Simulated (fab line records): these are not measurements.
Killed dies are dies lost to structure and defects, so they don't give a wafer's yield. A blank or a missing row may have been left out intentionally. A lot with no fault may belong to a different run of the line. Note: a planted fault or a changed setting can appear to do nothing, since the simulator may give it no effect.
Which of the tools did it? :: flow nand harc :: 12 lots with 36 wafers sampled at 5 steps, on a route of 1302 steps

WHAT THE GAUGES READ, wafer by wafer
NHARC_P_CONTACT_CD_MEAS_19. Usual: 89.1 nm for cd nm, sd 1.6.
lot: L122
measured: day 6 12:38
on: cd sem-03
cd nm (nm): 88.0 89.1 89.0
flag: 

lot: L123
measured: day 6 13:31
on: cd sem-01
cd nm (nm): 88.7 90.2 88.4
flag: 

lot: L124
measured: day 7 03:55
on: cd sem-03
cd nm (nm): 89.2 89.5 89.5
flag: 

lot: L129
measured: day 9 12:38
on: cd sem-02
cd nm (nm): 89.8 91.1 91.3
flag: 

lot: L132
measured: day 10 10:00
on: cd sem-03
cd nm (nm): 89.2 87.9 88.0
flag: 

lot: L133
measured: day 10 19:07
on: cd sem-03
cd nm (nm): 89.5 88.7 90.6
flag: 

lot: L135
measured: day 11 22:10
on: cd sem-02
cd nm (nm): 88.5 90.5 91.0
flag: 

lot: L137
measured: day 12 13:31
on: cd sem-01
cd nm (nm): 90.0 90.1 87.9
flag: 

lot: L139
measured: day 13 09:46
on: cd sem-01
cd nm (nm): 88.6 90.3 89.6
flag: 

lot: L140
measured: day 13 15:35
on: cd sem-02
cd nm (nm): 88.4 87.5 87.8
flag: 

lot: L141
measured: day 14 04:14
on: cd sem-01
cd nm (nm): 92.4 89.0 89.0
flag: 

lot: L143
measured: day 15 00:08
on: cd sem-01
cd nm (nm): 89.9 85.8 90.7
flag: 

NHARC_P_M0_OVL_MEAS_10: pitch 180 nm. Usual: overlay x nm -0.1 nm, standard deviation 0.84; overlay y nm -0.2 nm, standard deviation 0.69.
lot: L122
measured: day 6 16:00
on: overlay-01
overlay x nm (nm): -0.6 -0.2 -0.2
overlay y nm (nm): -0.5 -0.6 -1.0
flag: 

lot: L123
measured: day 6 16:48
on: overlay-02
overlay x nm (nm): -1.3 -0.6 -0.3
overlay y nm (nm): -0.7 0.2 -0.7
flag: 

lot: L124
measured: day 7 07:02
on: overlay-02
overlay x nm (nm): -1.4 -1.2 -1.1
overlay y nm (nm): -1.3 -0.8 -0.6
flag: 

lot: L129
measured: day 9 15:54
on: overlay-01
overlay x nm (nm): -1.2 -1.5 -0.9
overlay y nm (nm): -0.6 -1.0 -0.9
flag: 

lot: L132
measured: day 10 13:04
on: overlay-02
overlay x nm (nm): 0.3 0.1 0.4
overlay y nm (nm): 0.6 0.5 0.6
flag: 

lot: L133
measured: day 10 22:13
on: overlay-02
overlay x nm (nm): 1.2 1.2 1.3
overlay y nm (nm): -0.4 0.2 0.2
flag: 

lot: L135
measured: day 12 01:22
on: overlay-01
overlay x nm (nm): -0.5 -0.8 -0.9
overlay y nm (nm): 1.7 1.2 1.5
flag: 

lot: L137
measured: day 12 16:44
on: overlay-01
overlay x nm (nm): -0.4 0.2 0.0
overlay y nm (nm): 0.1 -0.2 -0.3
flag: 

lot: L139
measured: day 13 12:56
on: overlay-01
overlay x nm (nm): 1.0 0.2 1.1
overlay y nm (nm): -0.2 0.3 0.1
flag: 

lot: L140
measured: day 13 18:42
on: overlay-02
overlay x nm (nm): -0.1 -0.2 0.1
overlay y nm (nm): -1.1 -1.0 -0.9
flag: 

lot: L141
measured: day 14 07:27
on: overlay-01
overlay x nm (nm): -0.1 -0.3 0.5
overlay y nm (nm): -0.5 -0.3 -0.7
flag: 

lot: L143
measured: day 15 03:26
on: overlay-01
overlay x nm (nm): 1.3 0.9 0.7
overlay y nm (nm): 0.2 0.0 0.2
flag: 

NHARC_END_SORT_01. Usual: defect limited yield 93.3 %, standard deviation 1.5; killed at array 41, standard deviation 10; killed at other 0.8, standard deviation 0.91; killed at periphery 4.2, standard deviation 2.9; killed dies 46, standard deviation 10; killed open 3.5, standard deviation 2.1; killed short 2.5, standard deviation 1.6; sort_bin_2_pct 2.4 %, standard deviation 0.71; sort_bin_3_pct 0.6 %, standard deviation 0.33; sort_bin_4_pct 3.8 %, standard deviation 0.93; sort n pass 631, standard deviation 10; sort rim yield pct 86 %, standard deviation 4.5; sort yield pct 93.3 %, standard deviation 1.5.
lot: L123
measured: day 25 09:38
on: prober-02
defect limited yield (%): 92.0 94.1 92.3
killed at array: 48 37 47
killed at other: 1 0 1
killed at periphery: 5 3 4
killed dies: 54 40 52
killed open: 8 4 5
killed short: 0 2 2
sort_bin_2_pct (%): 1.8 1.8 3.0
sort_bin_3_pct (%): 0.9 0.1 0.6
sort_bin_4_pct (%): 5.3 4.0 4.1
sort n pass: 623 637 625
sort rim yield pct (%): 85 80 82
sort yield pct (%): 92.0 94.1 92.3
flag: 

lot: L124
measured: day 25 02:41
on: prober-02
defect limited yield (%): 91.7 92.2 91.0
killed at array: 52 52 58
killed at other: 1 1 1
killed at periphery: 3 0 2
killed dies: 56 53 61
killed open: 4 4 6
killed short: 6 3 3
sort_bin_2_pct (%): 3.4 2.8 2.4
sort_bin_3_pct (%): 0.6 0.6 1.0
sort_bin_4_pct (%): 4.3 4.4 5.6
sort n pass: 621 624 616
sort rim yield pct (%): 83 83 83
sort yield pct (%): 91.7 92.2 91.0
flag: 

lot: L132
measured: day 29 02:23
on: prober-01
defect limited yield (%): 93.9 93.6 94.7
killed at array: 33 38 32
killed at other: 2 2 2
killed at periphery: 6 3 2
killed dies: 41 43 36
killed open: 1 3 3
killed short: 2 0 0
sort_bin_2_pct (%): 2.1 2.2 2.5
sort_bin_3_pct (%): 0.6 0.4 0.4
sort_bin_4_pct (%): 3.4 3.7 2.4
sort n pass: 636 634 641
sort rim yield pct (%): 88 85 84
sort yield pct (%): 93.9 93.6 94.7
flag: 

lot: L133
measured: day 29 00:52
on: prober-02
defect limited yield (%): 94.7 93.6 94.1
killed at array: 32 38 38
killed at other: 3 2 0
killed at periphery: 1 3 2
killed dies: 36 43 40
killed open: 0 2 4
killed short: 2 4 0
sort_bin_2_pct (%): 1.5 3.4 1.6
sort_bin_3_pct (%): 0.6 0.1 1.0
sort_bin_4_pct (%): 3.2 2.8 3.2
sort n pass: 641 634 637
sort rim yield pct (%): 87 83 84
sort yield pct (%): 94.7 93.6 94.1
flag: 

lot: L135
measured: day 29 20:44
on: prober-01
defect limited yield (%): 94.5 91.9 94.2
killed at array: 32 46 32
killed at other: 0 0 0
killed at periphery: 5 9 7
killed dies: 37 55 39
killed open: 1 3 1
killed short: 2 2 3
sort_bin_2_pct (%): 2.4 3.2 1.5
sort_bin_3_pct (%): 0.4 0.3 0.4
sort_bin_4_pct (%): 2.7 4.6 3.8
sort n pass: 640 622 638
sort rim yield pct (%): 86 78 85
sort yield pct (%): 94.5 91.9 94.2
flag: 

lot: L137
measured: day 31 08:24
on: prober-02
defect limited yield (%): 89.5 90.7 92.5
killed at array: 70 62 47
killed at other: 0 1 0
killed at periphery: 1 0 4
killed dies: 71 63 51
killed open: 2 2 2
killed short: 2 3 2
sort_bin_2_pct (%): 3.8 3.5 3.5
sort_bin_3_pct (%): 0.9 0.9 0.9
sort_bin_4_pct (%): 5.8 4.9 3.1
sort n pass: 606 614 626
sort rim yield pct (%): 77 75 81
sort yield pct (%): 89.5 90.7 92.5
flag: 

lot: L141
measured: day 31 19:32
on: prober-02
defect limited yield (%): 93.4 93.4 94.4
killed at array: 44 38 31
killed at other: 0 1 0
killed at periphery: 1 6 7
killed dies: 45 45 38
killed open: 2 6 1
killed short: 2 3 5
sort_bin_2_pct (%): 2.1 1.9 2.1
sort_bin_3_pct (%): 0.7 0.1 0.1
sort_bin_4_pct (%): 3.8 4.6 3.4
sort n pass: 632 632 639
sort rim yield pct (%): 87 81 91
sort yield pct (%): 93.4 93.4 94.4
flag: 

WHAT TOOL EACH LOT RAN ON (gives the tool, then ch and the chambers of the sampled wafers, and finally the start)
lot: L122
NHARC_P_M0_SOFTBAKE_04: litho track-06 ch 0, day 6 15:00
NHARC_P_M0_ETCH_15: rie diel-04 ch 1,2,3, no start

lot: L123
NHARC_P_M0_SOFTBAKE_04: litho track-04 ch 0, day 6 16:00
NHARC_P_M0_ETCH_15: rie diel-01 ch 0,1,3, day 25 09:38 or earlier

lot: L124
NHARC_P_M0_SOFTBAKE_04: litho track-01 ch 0, day 7 06:00
NHARC_P_M0_ETCH_15: rie diel-04 ch 0,2,3, day 25 02:41 or earlier

lot: L129
NHARC_P_M0_SOFTBAKE_04: litho track-01 ch 0, day 9 15:00
NHARC_P_M0_ETCH_15: rie diel-04 ch 0,1,2, no start

lot: L132
NHARC_P_M0_SOFTBAKE_04: litho track-01 ch 0, day 10 12:00
NHARC_P_M0_ETCH_15: rie diel-01 ch 1,2,3, day 29 02:23 or earlier

lot: L133
NHARC_P_M0_SOFTBAKE_04: litho track-06 ch 0, day 10 21:00
NHARC_P_M0_ETCH_15: rie diel-04 ch 0,1, day 29 00:52 or earlier

lot: L135
NHARC_P_M0_SOFTBAKE_04: litho track-04 ch 0, day 12 00:00
NHARC_P_M0_ETCH_15: rie diel-04 ch 1,2,3, day 29 20:44 or earlier

lot: L137
NHARC_P_M0_SOFTBAKE_04: litho track-04 ch 0, day 12 16:00
NHARC_P_M0_ETCH_15: rie diel-01 ch 0,1, day 31 08:24 or earlier

lot: L139
NHARC_P_M0_SOFTBAKE_04: litho track-01 ch 0, day 13 12:00
NHARC_P_M0_ETCH_15: rie diel-04 ch 0,1,3, no start

lot: L140
NHARC_P_M0_SOFTBAKE_04: litho track-06 ch 0, day 13 18:00
NHARC_P_M0_ETCH_15: rie diel-04 ch 0,2, no start

lot: L141
NHARC_P_M0_SOFTBAKE_04: litho track-06 ch 0, day 14 06:00
NHARC_P_M0_ETCH_15: rie diel-04 ch 0,2,3, day 31 19:32 or earlier

lot: L143
NHARC_P_M0_SOFTBAKE_04: litho track-06 ch 0, day 15 02:00
NHARC_P_M0_ETCH_15: rie diel-04 ch 1,2, no start
- NHARC_P_M0_SOFTBAKE_04: time 55 s.
- NHARC_P_M0_ETCH_15: etches the open film in C4F8/Ar, target depth 150 nm, overetch 15 nm, time 82.5 s.

WHAT THE TOOLS THEMSELVES READ (means of the sampled wafers that have a number; where no wafer has one, the mark that the record gives instead)
NHARC_P_M0_SOFTBAKE_04. Usual: exhaust pa 44.9 Pa, standard deviation 0.77; heater power total W 188.44 W, standard deviation 0.14.
lot: L122
tool: litho track-06
exhaust pa (Pa): 44.5
heater power total W (W): 188.41
flag: 

lot: L123
tool: litho track-04
exhaust pa (Pa): 44.7
heater power total W (W): 188.37
flag: 

lot: L124
tool: litho track-01
exhaust pa (Pa): 44.2
heater power total W (W): 188.40
flag: 

lot: L129
tool: litho track-01
exhaust pa (Pa): 44.9
heater power total W (W): 178.98
flag: OFF

lot: L132
tool: litho track-01
exhaust pa (Pa): 44.1
heater power total W (W): 179.17
flag: OFF

lot: L133
tool: litho track-06
exhaust pa (Pa): 45.0
heater power total W (W): 188.48
flag: 

lot: L135
tool: litho track-04
exhaust pa (Pa): 45.6
heater power total W (W): 188.36
flag: 

lot: L137
tool: litho track-04
exhaust pa (Pa): 45.5
heater power total W (W): 188.49
flag: 

lot: L139
tool: litho track-01
exhaust pa (Pa): 45.2
heater power total W (W): 188.51
flag: 

lot: L140
tool: litho track-06
exhaust pa (Pa): 45.4
heater power total W (W): 188.40
flag: 

lot: L141
tool: litho track-06
exhaust pa (Pa): 45.1
heater power total W (W): 188.43
flag: 

lot: L143
tool: litho track-06
exhaust pa (Pa): 45.2
heater power total W (W): 188.33
flag: 

NHARC_P_M0_ETCH_15. Usual: oes product au 0.958 a.u., standard deviation 0.019; rf vpp V 441.0 V, standard deviation 2.9.
lot: L122
tool: rie diel-04
oes product au (a.u.): 0.951
rf vpp V (V): 443.6
flag: 

lot: L123
tool: rie diel-01
oes product au (a.u.): 0.926
rf vpp V (V): 439.4
flag: 

lot: L124
tool: rie diel-04
oes product au (a.u.): 0.979
rf vpp V (V): 443.0
flag: 

lot: L129
tool: rie diel-04
oes product au (a.u.): 0.965
rf vpp V (V): 442.1
flag: 

lot: L132
tool: rie diel-01
oes product au (a.u.): 0.967
rf vpp V (V): 439.6
flag: 

lot: L133
tool: rie diel-04
oes product au (a.u.): 0.968
rf vpp V (V): 441.4
flag: 

lot: L135
tool: rie diel-04
oes product au (a.u.): 0.976
rf vpp V (V): 443.5
flag: 

lot: L137
tool: rie diel-01
oes product au (a.u.): 0.968
rf vpp V (V): 439.8
flag: 

lot: L139
tool: rie diel-04
oes product au (a.u.): 0.971
rf vpp V (V): 442.5
flag: 

lot: L140
tool: rie diel-04
oes product au (a.u.): 0.964
rf vpp V (V): 442.6
flag: 

lot: L141
tool: rie diel-04
oes product au (a.u.): 0.944
rf vpp V (V): 442.9
flag: 

lot: L143
tool: rie diel-04
oes product au (a.u.): 0.964
rf vpp V (V): 443.0
flag: 

THE ANSWER, worked out from the rows above alone
Rule: a lot counts as off when the mean over its wafers that have a number is more than 3 standard deviations away from the usual mean. Also off: a lot with no number at a reading for which 4 or more lots have one. The other lots that the step has rows for count as sound. The gauges are gone through in route order, then the tools' own readings, and for those a lot's mean is taken as printed above. At the first step where some lot is off, the reading lying furthest off is the one used; lots without a number count as furthest.
Off: L129, L132, at NHARC_P_M0_SOFTBAKE_04 (heater power total W).
If a tool, at that step or one of the process steps before it, ran each lot that is off and ran no sound lot following the first of them, it fits. None of those tried fits.

WHAT THE SIMULATOR HAD INSERTED
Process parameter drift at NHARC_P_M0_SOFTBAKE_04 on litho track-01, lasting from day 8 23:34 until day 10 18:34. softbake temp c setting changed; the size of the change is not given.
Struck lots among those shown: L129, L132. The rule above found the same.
